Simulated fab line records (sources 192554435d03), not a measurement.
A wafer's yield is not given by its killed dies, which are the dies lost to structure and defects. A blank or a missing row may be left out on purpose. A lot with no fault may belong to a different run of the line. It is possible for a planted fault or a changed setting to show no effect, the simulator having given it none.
Comparing a struck lot with a sound one	flow n5-finfet	30 steps out of a route of 1938
Sound: these wafers, L125.2, L125.3, L125.4. Struck: wafer L141.3 (left out: L141.1, L141.5 of the same lot, which were not struck); the cause appears at the end.
At each step with rows: each side's tool, then ch and its chambers, then its first start. Under that, the readings that differ: sound wafers	struck wafers	difference of the means	sigmas: that difference in standard deviations of wafers without a fault.
alike: readings whose means differ by less than 2 such deviations, and words and numbers that are the same on both sides. not compared: withheld readings, readings that some wafer has no value for, bounds like >300 that may hide the same value, and numbers for which the record gives no deviation and whose values overlap.
A row with sigmas, a row that says differs or no value, or rows on one side alone: a step with any of these is where the two part. Numbers that don't overlap but have no deviation are shown without sigmas and don't part them. A reading that every wafer of one side lacks parts them only if that side has two wafers or more.

first, 3 steps without rows for these wafers: N5_STI_FIN_REVEAL_ALD_14 (deposits Si3N4, target thk 3 nm); N5_STI_FIN_REVEAL_FCVD_FILL_01 (material SiO2 flowable, target thk 312 nm, time 512.2 s); N5_STI_FIN_REVEAL_DENSIFY_02 (time 1800 s).
N5_STI_FIN_REVEAL_CMP_04: polishes, stops on Si3N4, t overpolish 4 s, target thk 131.83 nm.
  sound on cmp-02 ch 0,2,3, day 3 09:56; struck on cmp-02 ch 3, day 7 09:07
  alike: motor-current-A, overpolish-run-s, slurry-filter-dp-kPa, time-to-endpoint-s
N5_STI_FIN_REVEAL_THK_MEAS_05:
  struck on film-metro-02, day 7 09:23; sound on film-metro-01, day 3 10:14
  alike: thk-nm
after that, 1 step had no rows for these wafers: N5_STI_FIN_REVEAL_DENSIFY_30.
N5_STI_FIN_REVEAL_ETCHBACK_08: etches SiO2 in C4F6/O2, target depth 30.5 nm, time 10.167 s.
  sound on rie-diel-03 ch 0,2,3, day 3 10:28; struck on rie-diel-02 ch 3, day 7 09:59
reading	sound	struck	difference	sigmas
rf-hours-counter-h (h)	123 6 195	3	-105	
  alike: drypump-motor-current-A, oes_o_777_au, oes-product-au, rf-vpp-V, showerhead-plenum-p-Torr, throttle-valve-pct
N5_STI_FIN_REVEAL_STRIP_24: strips in N2/H2, time 90 s.
  sound on rie-diel-03 ch 0,2,3, day 3 10:30; struck on rie-diel-02 ch 3, day 7 10:01
reading	sound	struck	difference	sigmas
rf-hours-counter-h (h)	123 6 195	3	-105	
  alike: drypump-motor-current-A, oes-product-au, rf-vpp-V, showerhead-plenum-p-Torr, throttle-valve-pct
then, 4 steps without rows for these wafers: N5_STI_FIN_REVEAL_PRECLEAN_25 (cleans in SPM, time 90 s); N5_STI_FIN_REVEAL_PRECLEAN_26 (cleans in SC1, time 45 s); N5_STI_FIN_REVEAL_PRECLEAN_29 (cleans in DHF, time 30 s); N5_STI_FIN_REVEAL_SRD_12 (time 30 s).
N5_STI_FIN_REVEAL_RECESS_09: chemistry HF/NH3, target SiO2, afs cycles 11, target depth 42.5 nm, sublimation time 60 s.
  sound on vapor-etch-02 ch 0,1, day 3 10:43; struck on vapor-etch-01 ch 1, day 7 10:14
  alike: drypump-motor-current-A
then, 3 steps without rows for these wafers: N5_STI_FIN_REVEAL_STRIP_16 (strips SiNx in H3PO4, target depth 23.8 nm); N5_STI_FIN_REVEAL_PRECLEAN_17 (cleans in NF3:NH3, afs cycles 1, time 20 s, sublimation time 60 s); N5_STI_FIN_REVEAL_ETCH_34 (etches Si in H2, material Si, target depth 0.97 nm).
N5_STI_FIN_REVEAL_OXIDATION_31: chemistry O2 PLASMA REMOTE, time 20 s.
  sound on plasma-asher-02 ch 0,1, day 3 12:52; struck on plasma-asher-01 ch 0, day 7 12:24
  alike: drypump-motor-current-A, heater-power-w
  not compared: rf-hours-counter-h
then, 3 steps without rows for these wafers: N5_STI_FIN_REVEAL_PRECLEAN_32 (cleans in NF3:NH3, afs cycles 1, time 20 s, sublimation time 60 s); N5_STI_FIN_REVEAL_STRIP_35 (strips Si3N4 in H3PO4, target depth 4 nm, time 39 s); N5_STI_FIN_REVEAL_SRD_21 (time 30 s).
N5_STI_FIN_REVEAL_OXIDATION_33: chemistry O2 PLASMA REMOTE, time 20 s.
  sound on plasma-asher-02 ch 0,1, day 3 13:13; struck on plasma-asher-01 ch 0, day 7 12:46
  alike: drypump-motor-current-A, heater-power-w
  not compared: rf-hours-counter-h
then, 2 steps without rows for these wafers: N5_STI_FIN_REVEAL_CLEAN_19 (cleans in O3/DIW, time 120 s); N5_STI_FIN_REVEAL_SRD_23 (time 30 s).
N5_STI_FIN_REVEAL_CD_MEAS_22: target cd 6.238 nm, pitch 28 nm.
  struck on cd-sem-02, day 7 12:55; sound on cd-sem-01, day 3 13:23
  alike: cd-nm
N5_STI_FIN_REVEAL_FIN_H_MEAS_10:
  struck on ocd-02, day 7 12:57; sound on ocd-02, day 3 13:25
  alike: trench-depth-nm
then, 2 steps without rows for these wafers: N5_STI_FIN_REVEAL_PRECLEAN_18 (cleans in SC2, time 45 s); N5_STI_FIN_REVEAL_SRD_28 (time 30 s).
N5_STI_FIN_REVEAL_INSPECT_13: inspects for defects (darkfield).
  struck on defect-inspect-01, day 7 13:02; sound on defect-inspect-02, day 3 13:32
reading	sound	struck	difference	sigmas
raw-defect-count	12 9 4	1324	+1316	+99 or more
then, 1 step without rows for these wafers: N5_DUMMY_GATE_PRECLEAN_00 (cleans in O3/DIW, time 60 s).
-- the record jumps here: 9 days lie between the struck wafers' starts before and after (it left off in module DUMMY_GATE and takes up again in module PASSIVATION, whose first step shown is number 1936 of the route) --
N5_PASSIVATION_PROBE_49:
  struck on prober-01, day 16 21:01; sound on prober-01, day 12 22:04
reading	sound	struck	difference	sigmas
killed-at-front-end	23 33 27	126	+98	+9
killed-dies	82 94 78	179	+94	+6
killed-on-rim	10 18 9	27	+15	+3
  alike: killed_at_M0_to_M3, killed_at_M4_up, killed-at-contacts, killed-at-other, killed-open, killed-short

WHERE THEY PART
First at N5_STI_FIN_REVEAL_INSPECT_13; last, within this record, at N5_PASSIVATION_PROBE_49.

WHY: whatever the simulator had introduced
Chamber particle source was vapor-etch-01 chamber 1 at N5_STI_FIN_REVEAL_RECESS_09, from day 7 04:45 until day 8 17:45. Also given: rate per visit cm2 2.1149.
